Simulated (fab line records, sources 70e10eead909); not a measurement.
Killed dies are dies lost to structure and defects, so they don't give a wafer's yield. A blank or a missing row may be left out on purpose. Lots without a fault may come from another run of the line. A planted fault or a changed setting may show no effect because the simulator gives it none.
Chamber matching | flow nand_harc | NHARC_A_M0_ETCH_34 on rie_diel-04: 4 sister chambers
The step etches the open film in N2/H2, target depth 40 nm, overetch 12 nm, time 43.94 s. 16 wafers are shown with their chamber, then 8 later ones without.

WAFERS WITH THEIR CHAMBER
wafer  | chamber | drypump_motor_current_A (A) | rf_vpp_V (V) | oes_product_au (a.u.)
L079.1 | 1       | 5.55                        | 432.8        | 0.988
L079.2 | 3       | 5.78                        | 430.5        | 1.022
L079.5 | 1       | 5.55                        | 432.1        | 0.990
L086.1 | 0       | 6.15                        | 434.1        | 1.000
L086.2 | 3       | 5.76                        | 428.8        | 1.005
L086.5 | 0       | 6.15                        | 434.6        | 1.003
L084.2 | 3       | 5.76                        | 430.0        | 1.011
L084.3 | 0       | 6.14                        | 433.5        | 0.996
L084.6 | 3       | 5.75                        | 430.1        | 1.012
L092.1 | 2       | 5.34                        | 432.6        | 1.006
L092.5 | 0       | 6.15                        | 433.4        | 0.990
L092.6 | 1       | 5.55                        | 432.3        | 1.008
L095.3 | 0       | 6.14                        | 433.7        | 0.996
L095.4 | 3       | 5.79                        | 429.5        | 1.000
L095.6 | 1       | 5.55                        | 432.7        | 1.000
L096.1 | 3       | 5.81                        | 429.2        | 1.011

SIGNATURES (means of the wafers above)
reading                 | chamber 0 | chamber 1 | chamber 2 | chamber 3 | scatter within a chamber
drypump_motor_current_A | 6.1460    | 5.5500    | 5.3400    | 5.7750    | 0.0149
rf_vpp_V                | 433.860   | 432.475   | 432.600   | 429.683   | 0.523
oes_product_au          | 0.99700   | 0.99650   | 1.00600   | 1.01017   | 0.00724
Rule: a wafer's distance from a chamber is the root of the sum, over the readings, of the square of ((its reading less the chamber's mean) divided by the reading's scatter). The wafer belongs to the nearest chamber; if the next one is less than 2 further off, it can't be placed. The scatter: the root of (the sum of the squares of (reading less its chamber's mean) over the shown wafers, divided by (wafers less chambers)).

WAFERS WITHOUT THEIR CHAMBER
wafer  | drypump_motor_current_A (A) | rf_vpp_V (V) | oes_product_au (a.u.)
L096.3 | 5.54                        | 433.9        | 1.003
L096.6 | 6.16                        | 432.9        | 0.990
L096.2 | 6.17                        | 432.7        | 1.004
L096.4 | 5.34                        | 432.0        | 1.008
L096.5 | 5.76                        | 430.4        | 1.007
L097.1 | 5.79                        | 429.9        | 1.000
L097.2 | 5.57                        | 431.7        | 0.993
L097.6 | 5.57                        | 433.0        | 0.994

WHICH CHAMBER EACH WENT THROUGH
wafer  | from the rows above | in truth
L096.3 | 1                   | 1
L096.6 | 0                   | 0
L096.2 | 0                   | 0
L096.4 | 2                   | 2
L096.5 | 3                   | 3
L097.1 | 3                   | 3
L097.2 | 1                   | 1
L097.6 | 1                   | 1
Placed correctly: 8 of 8. Can't be placed from these rows: 0. Placed wrongly: 0.
